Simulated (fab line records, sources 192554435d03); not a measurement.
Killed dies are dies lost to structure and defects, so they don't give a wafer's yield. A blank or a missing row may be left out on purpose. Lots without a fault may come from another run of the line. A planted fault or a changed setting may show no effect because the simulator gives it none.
Which tool did it? | flow n5_finfet | 11 lots, 33 wafers sampled, at 1 step of a route of 1938

WHAT THE GAUGES READ, wafer by wafer
N5_HKMG_FIN_OVL_MEAS_50.
lot  | measured    | on         | NDIPOLE_OVL (nm)
L355 | day 5 07:02 | overlay-02 | 0.1 0.1 -0.9
L361 | day 6 13:46 | overlay-01 | -0.7 -0.9 -0.5
L362 | day 6 18:37 | overlay-01 | 0.7 1.4 1.0
L363 | day 7 00:19 | overlay-01 | 0.0 -0.3 -0.2
L367 | day 8 00:11 | overlay-01 | -1.1 0.6 -0.5
L368 | day 8 08:46 | overlay-01 | -1.0 -2.0 -2.1
L369 | day 8 16:35 | overlay-01 | -1.1 0.2 0.9
L370 | day 8 19:42 | overlay-02 | -0.6 -1.0 -0.8
L372 | day 9 08:10 | overlay-01 | -0.6 0.3 -1.1
L373 | day 9 17:13 | overlay-01 | 0.6 0.0 0.6
L374 | day 9 21:10 | overlay-02 | -1.1 -1.0 -1.7

WHICH TOOL RAN EACH LOT (tool, then ch and the chambers of the sampled wafers, then the start)
The record holds no process step before these readings.

THE ANSWER, worked out from the rows above alone
Rule: what is usual is taken from the lots themselves. Put in order of their means at a reading, lots are off if they are a third of the lots or fewer, leave a main group of 4 or more, and stand apart from it by a gap of 3 or more times the standard deviation of the main group's means; of several such gaps the widest counts. A main group whose means are all the same, to the digits that the tables above print for the reading, isn't used. A lot without any number at a reading at which 4 lots or more have one is off too. The other lots that the step has rows for count as sound.
No lot is off at any reading shown: from this, nothing can be told.

WHAT THE SIMULATOR HAD PUT IN
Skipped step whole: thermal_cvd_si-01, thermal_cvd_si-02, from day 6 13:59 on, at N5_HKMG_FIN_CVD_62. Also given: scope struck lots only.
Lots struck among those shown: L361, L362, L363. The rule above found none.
